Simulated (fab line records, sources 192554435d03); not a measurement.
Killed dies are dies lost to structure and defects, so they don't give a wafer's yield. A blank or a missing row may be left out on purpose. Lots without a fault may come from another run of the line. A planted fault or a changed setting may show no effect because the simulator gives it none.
fab line records | flow n5_finfet | part 2 of 2: steps 6 to 8 of 8
record lots=15 wafers=45 last_day=17
route steps=1938 shown BEOL_M0_SAQP@636 BEOL_M4@1111
lots that met no fault: from a run of the same line without faults
start_h: hours from the record's first day to the start of the lot's first wafer shown | wait_h: hours since the lot's step before | " the same as in the row above | L1.1+2: a row that stands for several wafers | - no value, or no start given | * or withheld: withheld | < > ~ a bound
route shown NAME@n: a module of which the file shows steps, and the number in the route of the first | usual: mean/standard deviation of fault-free wafers | same: alike in all rows | chamber/n: place in a boat | sites: the reading at each site | _std_site: their standard deviation | _edge_site: outer sites' mean less inner sites' | radius_mm: how far each site lies from the wafer's centre | mask NAME#n: copy n | behind: the tool/chamber that last shaped the wafer | hold: why the lot was held/for how many hours/how that ended | device: the transistor (n, p or np) that didn't switch | end of line: the same wafers' tests at the end of the route | a step without rows: its recipe alone | killed: dies lost to structure and defects at the first sort, not the wafer's yield | map: a wafer's dies, x killed, . not, _ none there
set.NAME: the setting as run; set.NAME@STEP: as run at that earlier step | model.NAME: the simulator's own value behind a step, which no gauge read
steps of the route over a sample of lots; a table a step, a row a wafer
services: from which hour (start_h, from the record's first day; less than 0 if before it) a tool's chamber was out of use, for how many hours, and why
## steps
# step N5_BEOL_M0_SAQP_SPACER1_ALD_98
# recipe material=SiO2 target_thk_a=128 temp_c=300 ald_precursor_family=BDEAS ald_co_reactant=O2-plasma pulse_time_s=1 purge_time_s=2 co_reactant_purge_time_s=2 ald_cycles=138 pressure_torr=2
# usual chamber_pressure_Torr=2.000/0.0045 heater_power_w=460/39 precursor_pulse_height_rel=0.998/0.019
# columns lot.wafer tool chamber start_h wait_h chamber_pressure_Torr heater_power_w precursor_pulse_height_rel since_wet_clean_h
L503.1 ald_sin-02 1 115.93 0.6 2.003 444 1.005 16
L503.2 " 2 " " 1.997 393 0.984 16
L503.3 " 3 " " 1.995 444 1.011 16
L504.3 ald_sin-01 3 119.94 1.1 1.998 524 1.003 218
L504.4 " 0 " " 1.998 443 0.962 218
L504.6 " 2 " " 1.999 530 1.004 -
L506.4 ald_sin-04 2 133.76 0.5 1.996 488 0.990 323
L506.5 " 2 " " 1.994 469 1.000 -
L506.6 " 1 " " 1.997 449 1.007 -
L508.1 ald_sin-01 3 144.68 0.3 2.008 534 1.016 242
L508.4 " 0 " " 1.999 459 1.000 242
L508.5 " 2 " " 1.999 524 0.998 -
L509.3 ald_sin-04 3 156.52 0.2 1.998 487 1.006 346
L509.5 " 3 " " 1.994 476 0.967 -
L509.6 " 2 " " 2.004 470 0.968 -
L511.2 ald_sin-04 3 165.98 0.6 2.007 486 0.992 355
L511.5 " 1 " " 1.995 462 0.956 -
L511.6 " 2 " " 1.997 487 0.992 -
L512.1 ald_sin-02 2 170.98 1.8 1.995 393 0.989 71
L512.3 " 1 " " 2.002 431 1.019 71
L512.6 " 3 " " 1.995 453 1.003 -
L518.1 ald_sin-01 1 209.25 0.3 2.004 436 0.997 307
L518.2 " 0 " " 2.000 452 1.011 307
L518.6 " 1 " " 1.996 439 0.962 -
L519.1 ald_sin-02 0 212.38 0.3 1.998 453 0.991 113
L519.4 " 3 " " 2.002 448 0.991 113
L519.6 " 1 " " 1.995 439 0.991 -
L517.2 ald_sin-01 0 214.46 1.9 1.998 456 0.972 312
L517.3 " 2 " " 2.002 554 0.984 312
L517.6 " 2 " " 2.006 542 0.991 -
L520.3 ald_sin-01 0 219.60 1.7 2.001 466 1.023 317
L520.4 " 1 " " 2.004 446 0.997 317
L520.6 " 1 " " 2.006 450 0.995 -
L521.1 ald_sin-01 0 222.75 0.3 2.004 469 0.998 320
L521.3 " 3 " " 2.007 527 0.996 320
L521.4 " 2 " " 1.994 536 1.003 320
L522.1 ald_sin-02 0 230.16 0.3 1.993 438 1.019 131
L522.5 " 2 " " 1.999 389 0.970 -
L522.6 " 0 " " 1.996 451 1.005 -
L523.2 ald_sin-04 3 235.63 0.3 1.990 480 0.997 43
L523.5 " 0 " " 2.006 429 1.017 -
L523.6 " 3 " " 1.994 478 0.992 -
L524.1 ald_sin-02 1 247.04 1.3 1.996 438 0.991 147
L524.2 " 0 " " 1.993 439 1.034 147
L524.3 " 2 " " 2.007 385 0.988 147
# step N5_BEOL_M0_SAQP_CD_MEAS_25
# recipe target_cd_nm=13.1 landing_energy_ev=1000 detector=se_inlens
# usual cd_nm=12.81/0.21
# columns lot.wafer tool chamber start_h wait_h cd_nm
L503.1 cd_sem-01 0 116.60 0.1 12.74
L503.2 " 0 " " 12.86
L503.3 " 0 " " 12.43
L504.3 cd_sem-03 0 120.62 0.1 12.75
L504.4 " 0 " " 12.70
L504.6 " 0 " " 12.68
L506.4 cd_sem-03 0 134.44 0.1 12.87
L506.5 " 0 " " 12.49
L506.6 " 0 " " 12.34
L508.1 cd_sem-02 0 145.35 0.1 13.00
L508.4 " 0 " " 13.00
L508.5 " 0 " " 12.93
L509.3 cd_sem-02 0 157.19 0.1 12.75
L509.5 " 0 " " 12.78
L509.6 " 0 " " 12.85
L511.2 cd_sem-02 0 166.74 0.1 12.90
L511.5 " 0 " " 12.55
L511.6 " 0 " " 12.77
L512.1 cd_sem-02 0 171.65 0.1 12.81
L512.3 " 0 " " 12.74
L512.6 " 0 " " 12.63
L518.1 cd_sem-01 0 209.92 0.1 -
L518.2 " 0 " " -
L518.6 " 0 " " -
L519.1 cd_sem-01 0 213.38 0.1 -
L519.4 " 0 " " -
L519.6 " 0 " " -
L517.2 cd_sem-01 0 215.14 0.1 -
L517.3 " 0 " " -
L517.6 " 0 " " -
L520.3 cd_sem-03 0 220.27 0.1 13.11
L520.4 " 0 " " 12.70
L520.6 " 0 " " 12.79
L521.1 cd_sem-03 0 223.67 0.1 12.98
L521.3 " 0 " " 12.73
L521.4 " 0 " " 12.94
L522.1 cd_sem-03 0 231.06 0.1 12.73
L522.5 " 0 " " 12.63
L522.6 " 0 " " 12.60
L523.2 cd_sem-03 0 236.31 0.1 13.03
L523.5 " 0 " " 12.81
L523.6 " 0 " " 13.01
L524.1 cd_sem-03 0 247.72 0.1 12.63
L524.2 " 0 " " 12.93
L524.3 " 0 " " 13.36
# step N5_BEOL_M4_RC_MEAS_101
# usual DIBL_N=36.5/1.4 DIBL_P=36.5/1.6 IOFF_N=0.163/0.022 IOFF_P=0.219/0.029 ION_N=675/8.3 ION_P=464/6.2 SS_N=71.5/0.52 SS_P=73.4/0.57 VT_N=249.7/2.6 VT_P=-250/3
# columns lot.wafer tool chamber start_h wait_h DIBL_N[mV/V] DIBL_P[mV/V] IOFF_N[nA/um] IOFF_P[nA/um] ION_N[uA/um] ION_P[uA/um] SS_N[mV/dec] SS_P[mV/dec] VT_N[mV] VT_P[mV]
L503.1 prober-01 0 171.17 0.0 38.3 37.0 0.170 0.252 673 472 71.9 73.3 252.2 -249
L503.2 " 0 " " 36.7 34.9 0.139 0.215 661 462 71.2 73.9 254.3 -248
L503.3 " 0 " " 36.8 34.5 0.136 0.199 669 468 70.9 73.2 253.8 -249
L504.3 prober-01 0 183.48 0.3 37.4 38.1 0.189 0.216 673 455 72.7 73.7 247.7 -251
L504.4 " 0 " " 34.2 34.8 0.134 0.174 666 453 71.4 73.3 251.4 -255
L504.6 " 0 " " 36.5 38.0 0.174 0.213 676 461 72.3 73.4 250.6 -251
L508.1 prober-02 0 208.24 0.0 33.4 33.0 0.120 0.162 675 459 71.2 72.3 252.0 -251
L508.4 " 0 " " 35.9 36.4 0.169 0.212 688 473 72.3 73.6 247.8 -249
L508.5 " 0 " " 33.5 33.4 0.123 0.164 666 457 71.3 72.5 251.7 -254
L506.4 prober-02 0 211.63 0.5 38.0 38.5 0.187 0.234 682 462 72.1 74.0 247.6 -249
L506.5 " 0 " " 37.2 37.4 0.190 0.208 691 466 72.5 72.4 245.4 -251
L506.6 " 0 " " 37.7 38.7 0.194 0.236 687 461 72.0 73.9 246.8 -251
L509.3 prober-01 0 213.32 0.3 36.9 36.2 0.172 0.197 666 454 72.1 73.3 251.5 -250
L509.5 " 0 " " 35.8 35.2 0.154 0.188 666 454 70.6 73.4 250.5 -251
L509.6 " 0 " " 36.2 36.4 0.173 0.200 682 462 71.4 73.0 249.3 -251
L512.1 prober-02 0 237.77 0.0 37.1 37.8 0.162 0.220 679 462 72.3 73.8 251.9 -250
L512.3 " 0 " " 37.1 37.8 0.166 0.226 674 471 71.2 73.8 248.4 -250
L512.6 " 0 " " 36.8 37.4 0.162 0.211 685 466 71.0 73.7 249.9 -251
L511.2 prober-02 0 240.40 0.2 38.6 37.9 0.185 0.256 682 467 72.0 74.1 248.0 -250
L511.5 " 0 " " 36.2 34.9 0.140 0.201 674 464 71.2 73.1 251.5 -250
L511.6 " 0 " " 37.8 37.6 0.179 0.246 683 475 71.0 73.8 251.6 -249
L520.3 prober-01 0 283.00 0.3 37.9 38.8 0.177 0.227 684 464 71.6 73.8 247.7 -250
L520.4 " 0 " " 38.4 39.5 0.187 0.243 682 465 71.8 74.3 247.3 -249
L520.6 " 0 " " 39.1 39.8 0.197 0.247 685 468 71.8 74.1 247.4 -246
L521.1 prober-02 0 285.77 0.0 37.2 37.0 0.176 0.219 682 461 71.7 73.5 249.3 -250
L521.3 " 0 " " 37.7 38.1 0.195 0.232 694 469 71.5 73.2 247.1 -251
L521.4 " 0 " " 38.3 38.3 0.203 0.244 682 465 71.7 73.7 246.3 -250
L522.1 prober-02 0 290.68 0.0 38.5 38.0 0.175 0.240 681 464 71.3 74.3 250.5 -247
L522.5 " 0 " " 38.7 37.9 0.184 0.244 666 460 71.4 74.3 248.6 -248
L522.6 " 0 " " 38.1 37.6 0.174 0.248 685 471 71.4 74.0 247.6 -247
L523.2 prober-01 0 298.36 0.2 35.9 37.2 0.158 0.203 675 467 71.4 73.2 251.6 -253
L523.5 " 0 " " 34.6 35.2 0.136 0.166 668 458 70.9 73.3 251.9 -258
L523.6 " 0 " " 36.0 37.6 0.166 0.203 682 463 71.8 73.5 249.8 -252
L524.1 prober-02 0 310.36 0.0 35.7 37.9 0.170 0.230 681 472 72.5 73.4 250.1 -248
L524.2 " 0 " " 33.3 34.6 0.127 0.184 675 467 71.0 72.6 252.1 -251
L524.3 " 0 " " 35.0 36.6 0.151 0.217 675 465 71.1 73.3 250.0 -249
## services
# columns tool chamber start_h hours kind
pecvd-02 - 95.69 5.5 pm
rie_diel-03 2 103.59 - clean
rie_diel-03 2 103.59 - consumable_replace:focus_ring
rie_diel-03 2 103.59 19.6 scheduled_down
ald_sin-02 - 108.99 2.8 pm
rie_si-05 2 110.76 3.6 repair
rie_diel-06 1 114.71 23.0 repair
rie_diel-06 3 114.84 4.0 repair
pecvd-02 1 114.91 3.9 repair
pecvd-02 - 115.03 2.8 pm
pecvd-02 - 126.84 1.8 repair
rie_diel-04 1 139.91 2.5 repair
rie_diel-03 1 140.98 6.8 repair
pecvd-02 - 153.91 0.3 repair
ald_sin-01 3 157.56 52.7 repair
rie_diel-04 - 163.06 1.1 repair
vapor_etch-01 - 174.27 4.0 pm
ald_sin-04 - 178.30 14.0 pm
rie_si-05 0 195.38 8.1 repair
rie_diel-04 3 206.29 13.1 repair
ald_sin-04 - 207.11 14.6 pm
ald_sin-02 3 228.19 19.0 repair
rie_si-05 0 236.37 4.5 repair
ald_sin-04 - 244.53 6.1 pm
## key
first_sign step=N5_BEOL_M0_SAQP_ETCH_84 reading=tool_record direction=missing
effect step=N5_BEOL_M0_SAQP_HM_OPEN_112 reading=oes_product_au direction=down sigmas=3.6 usual=0.52 struck=0.31
effect step=N5_BEOL_M0_SAQP_MANDREL_ETCH_20 reading=oes_product_au direction=down sigmas=31 usual=0.778 struck=0.327
effect step=N5_BEOL_M0_SAQP_CD_MEAS_25 reading=cd_nm direction=missing
met_at N5_BEOL_M0_SAQP_ETCH_84
struck_lots L517,L518,L519
later_rows_left_out L517.2,L517.3,L517.6,L518.1,L518.2,L518.6,L519.1,L519.4,L519.6
sort_left_out L517.2,L517.3,L517.6,L518.1,L518.2,L518.6,L519.1,L519.4,L519.6
not_acting_at N5_BEOL_M0_SAQP_PECVD_96,N5_BEOL_M0_SAQP_RECESS_114,N5_BEOL_M0_SAQP_SPACER1_ALD_98
onset_between 168.66 208.44
fault kind=skipped_step_whole tool=rie_diel-03,rie_diel-04,rie_diel-06 chamber=- onset_h=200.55 steps=N5_BEOL_M0_SAQP_ETCH_84 scope=struck_lots_only
# sort_left_out: the simulated sort isn't trusted on such a fault, so these wafers' sort isn't shown, and their yield isn't known
# later_rows_left_out: the simulator's readings of these wafers behind a module that went badly wrong aren't trusted and aren't shown, but for the sort
